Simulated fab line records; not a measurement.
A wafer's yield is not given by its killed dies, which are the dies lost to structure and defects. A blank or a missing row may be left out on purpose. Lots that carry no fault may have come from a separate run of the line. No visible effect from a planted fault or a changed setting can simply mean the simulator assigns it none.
Matching of chambers :: flow n5_finfet :: pecvd-04 running N5_BEOL_M8_PECVD_70: 3 sister chambers
The step deposits SiO2 from TEOS/O2, target thk 20 nm, time 22.7 s. 22 wafers are shown with their chamber, then 11 later ones without.

## WAFERS, EACH WITH ITS CHAMBER
wafer: L074.1
chamber: 1
throttle_valve_pct (%): 22.9
heater_power_w (W): 669
showerhead_plenum_p_Torr (Torr): 8.77

wafer: L074.4
chamber: 0
throttle_valve_pct (%): 22.2
heater_power_w (W): 655
showerhead_plenum_p_Torr (Torr): 8.74

wafer: L074.6
chamber: 0
throttle_valve_pct (%): 22.3
heater_power_w (W): 657
showerhead_plenum_p_Torr (Torr): 8.75

wafer: L075.2
chamber: 0
throttle_valve_pct (%): 22.1
heater_power_w (W): 634
showerhead_plenum_p_Torr (Torr): 8.75

wafer: L075.3
chamber: 1
throttle_valve_pct (%): 23.0
heater_power_w (W): 741
showerhead_plenum_p_Torr (Torr): 8.77

wafer: L075.5
chamber: 1
throttle_valve_pct (%): 23.1
heater_power_w (W): 751
showerhead_plenum_p_Torr (Torr): 8.75

wafer: L078.1
chamber: 1
throttle_valve_pct (%): 22.7
heater_power_w (W): 741
showerhead_plenum_p_Torr (Torr): 8.74

wafer: L078.5
chamber: 2
throttle_valve_pct (%): 22.5
heater_power_w (W): 634
showerhead_plenum_p_Torr (Torr): 8.74

wafer: L078.6
chamber: 0
throttle_valve_pct (%): 22.4
heater_power_w (W): 537
showerhead_plenum_p_Torr (Torr): 8.74

wafer: L081.2
chamber: 1
throttle_valve_pct (%): 22.9
heater_power_w (W): 719
showerhead_plenum_p_Torr (Torr): 8.73

wafer: L081.4
chamber: 0
throttle_valve_pct (%): 22.0
heater_power_w (W): 662
showerhead_plenum_p_Torr (Torr): 8.75

wafer: L081.5
chamber: 1
throttle_valve_pct (%): 22.8
heater_power_w (W): 709
showerhead_plenum_p_Torr (Torr): 8.76

wafer: L082.1
chamber: 2
throttle_valve_pct (%): 22.4
heater_power_w (W): 686
showerhead_plenum_p_Torr (Torr): 8.73

wafer: L082.2
chamber: 1
throttle_valve_pct (%): 22.9
heater_power_w (W): 717
showerhead_plenum_p_Torr (Torr): 8.73

wafer: L082.4
chamber: 0
throttle_valve_pct (%): 22.2
heater_power_w (W): 646
showerhead_plenum_p_Torr (Torr): 8.74

wafer: L084.4
chamber: 2
throttle_valve_pct (%): 22.3
heater_power_w (W): 693
showerhead_plenum_p_Torr (Torr): 8.72

wafer: L084.5
chamber: 0
throttle_valve_pct (%): 22.4
heater_power_w (W): 568
showerhead_plenum_p_Torr (Torr): 8.74

wafer: L084.6
chamber: 1
throttle_valve_pct (%): 23.0
heater_power_w (W): 721
showerhead_plenum_p_Torr (Torr): 8.76

wafer: L087.4
chamber: 2
throttle_valve_pct (%): 22.4
heater_power_w (W): 622
showerhead_plenum_p_Torr (Torr): 8.74

wafer: L087.5
chamber: 1
throttle_valve_pct (%): 22.8
heater_power_w (W): 761
showerhead_plenum_p_Torr (Torr): 8.76

wafer: L087.6
chamber: 0
throttle_valve_pct (%): 22.2
heater_power_w (W): 649
showerhead_plenum_p_Torr (Torr): 8.74

wafer: L086.2
chamber: 0
throttle_valve_pct (%): 22.1
heater_power_w (W): 614
showerhead_plenum_p_Torr (Torr): 8.73

SIGNATURES (means of the wafers above)
reading: throttle_valve_pct
chamber 0: 22.211
chamber 1: 22.900
chamber 2: 22.400
scatter within a chamber: 0.123

reading: heater_power_w
chamber 0: 624.67
chamber 1: 725.44
chamber 2: 658.75
scatter within a chamber: 36.5

reading: showerhead_plenum_p_Torr
chamber 0: 8.7422
chamber 1: 8.7522
chamber 2: 8.7325
scatter within a chamber: 0.0117
Rule: for each reading, subtract the chamber's mean from the wafer's reading, divide by that reading's scatter and square the result; add these up over the readings and take the root, which gives the wafer's distance from the chamber. If the next closest chamber is less than 2 further off than the closest, the wafer can't be placed; otherwise it belongs to the closest. The scatter is the square root of a quotient: the sum, over the shown wafers, of each reading's squared deviation from its chamber's mean, divided by wafers minus chambers.

## WAFERS WITHOUT THEIR CHAMBER
wafer: L086.5
throttle_valve_pct (%): 22.4
heater_power_w (W): 597
showerhead_plenum_p_Torr (Torr): 8.77

wafer: L086.6
throttle_valve_pct (%): 22.7
heater_power_w (W): 696
showerhead_plenum_p_Torr (Torr): 8.73

wafer: L091.2
throttle_valve_pct (%): 22.4
heater_power_w (W): 714
showerhead_plenum_p_Torr (Torr): 8.73

wafer: L091.3
throttle_valve_pct (%): 22.6
heater_power_w (W): 717
showerhead_plenum_p_Torr (Torr): 8.77

wafer: L091.6
throttle_valve_pct (%): 22.3
heater_power_w (W): 656
showerhead_plenum_p_Torr (Torr): 8.76

wafer: L093.2
throttle_valve_pct (%): 22.6
heater_power_w (W): 630
showerhead_plenum_p_Torr (Torr): 8.74

wafer: L093.3
throttle_valve_pct (%): 22.6
heater_power_w (W): 644
showerhead_plenum_p_Torr (Torr): 8.75

wafer: L093.4
throttle_valve_pct (%): 22.8
heater_power_w (W): 641
showerhead_plenum_p_Torr (Torr): 8.74

wafer: L097.3
throttle_valve_pct (%): 23.1
heater_power_w (W): 714
showerhead_plenum_p_Torr (Torr): 8.73

wafer: L097.4
throttle_valve_pct (%): 22.8
heater_power_w (W): 703
showerhead_plenum_p_Torr (Torr): 8.74

wafer: L097.5
throttle_valve_pct (%): 22.4
heater_power_w (W): 611
showerhead_plenum_p_Torr (Torr): 8.77

## THE CHAMBER EACH PASSED THROUGH
wafer: L086.5
from the rows above: can't be placed: 0 or 2
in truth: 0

wafer: L086.6
from the rows above: can't be placed: 1 or 2 or 0
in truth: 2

wafer: L091.2
from the rows above: can't be placed: 2 or 0
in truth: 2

wafer: L091.3
from the rows above: can't be placed: 1 or 2 or 0
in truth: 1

wafer: L091.6
from the rows above: can't be placed: 0 or 2
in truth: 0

wafer: L093.2
from the rows above: can't be placed: 2 or 0 or 1
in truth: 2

wafer: L093.3
from the rows above: can't be placed: 2 or 0 or 1
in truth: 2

wafer: L093.4
from the rows above: can't be placed: 1 or 2
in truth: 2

wafer: L097.3
from the rows above: 1
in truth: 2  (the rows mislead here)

wafer: L097.4
from the rows above: 1
in truth: 1

wafer: L097.5
from the rows above: can't be placed: 0 or 2
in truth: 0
Correct placement for 1 of the 11. Unplaceable from these rows: 9, with the true chamber sitting among the candidates in 9. Placed wrongly: 1.
